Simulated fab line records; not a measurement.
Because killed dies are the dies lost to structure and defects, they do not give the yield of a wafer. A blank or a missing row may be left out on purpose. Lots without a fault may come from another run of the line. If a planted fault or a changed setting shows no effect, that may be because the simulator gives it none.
Matching of chambers -- flow nand-harc -- 4 sister chambers for NHARC_P_GATE_ETCH_32 on rie-si-05
The step etches the open film in HBr/Cl2, target depth 150 nm, time 100.1 s. 22 wafers are shown with their chamber, then 11 later ones without.

## WAFERS WITH THEIR CHAMBER
wafer,chamber,drypump-motor-current-A (A),oes-product-au (a.u.),throttle-valve-pct (%)
L074.2,1,5.6,1.009,26.403
L074.3,3,5.7,1.011,26.401
L074.5,0,6.4,1.004,26.404
L076.3,2,5.5,1.001,26.391
L076.5,3,5.7,1.001,26.412
L076.6,2,5.6,0.998,26.402
L078.3,0,6.4,1.017,26.407
L078.4,3,5.6,0.994,26.404
L078.5,1,5.6,1.016,26.411
L079.2,1,5.6,1.004,26.413
L079.5,1,5.6,1.006,26.389
L079.6,0,6.4,1.012,26.412
L083.2,0,6.4,1.018,26.411
L083.3,2,5.6,0.992,26.395
L083.4,1,5.6,1.001,26.410
L086.4,0,6.4,1.017,26.396
L086.5,0,6.4,1.014,26.388
L086.6,1,5.6,1.000,26.401
L087.3,0,6.4,1.013,26.410
L087.4,2,5.6,0.990,26.405
L087.6,2,5.6,0.991,26.404
L090.4,3,5.7,0.992,26.410

SIGNATURES (averages over the wafers above)
reading,chamber 0,chamber 1,chamber 2,chamber 3,scatter within a chamber
drypump-motor-current-A,6.400,5.600,5.580,5.675,0.0293
oes-product-au,1.01357,1.00600,0.99440,0.99950,0.0059
throttle-valve-pct,26.40400,26.40450,26.39940,26.40675,0.00784
Rule: a wafer lies at a distance from a chamber equal to the root of the sum of squares, over the readings, of (its reading less the chamber's mean, divided by the reading's scatter). The wafer belongs to the nearest chamber; if the next one is less than 2 further off, it can't be placed. How the scatter is found: for the shown wafers, subtract from each reading the mean of its chamber, square and add these, divide the total by (wafers less chambers), then take the root.

## WAFERS MISSING THEIR CHAMBER
wafer,drypump-motor-current-A (A),oes-product-au (a.u.),throttle-valve-pct (%)
L090.5,5.6,0.986,26.399
L090.6,5.7,0.983,26.394
L093.1,5.6,0.998,26.402
L093.5,6.4,1.000,26.402
L093.6,5.6,0.992,26.390
L094.1,5.6,0.989,26.406
L094.3,5.6,0.989,26.413
L094.6,5.6,0.998,26.412
L096.2,6.4,1.010,26.397
L096.4,5.7,0.972,26.410
L096.5,5.6,0.987,26.407

## EACH ONE'S CHAMBER
wafer,from the rows above,in truth
L090.5,can't be placed: 2 or 1 or 3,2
L090.6,can't be placed: 3 or 2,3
L093.1,can't be placed: 2 or 1 or 3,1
L093.5,0,0
L093.6,can't be placed: 2 or 1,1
L094.1,can't be placed: 2 or 1 or 3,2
L094.3,can't be placed: 2 or 1 or 3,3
L094.6,can't be placed: 1 or 2 or 3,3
L096.2,0,0
L096.4,can't be placed: 3 or 2 or 1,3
L096.5,can't be placed: 2 or 1 or 3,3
Correctly placed: 2 of 11. Not placeable from these rows: 9 (in 9, the candidates include the true chamber). 0 placed wrongly.
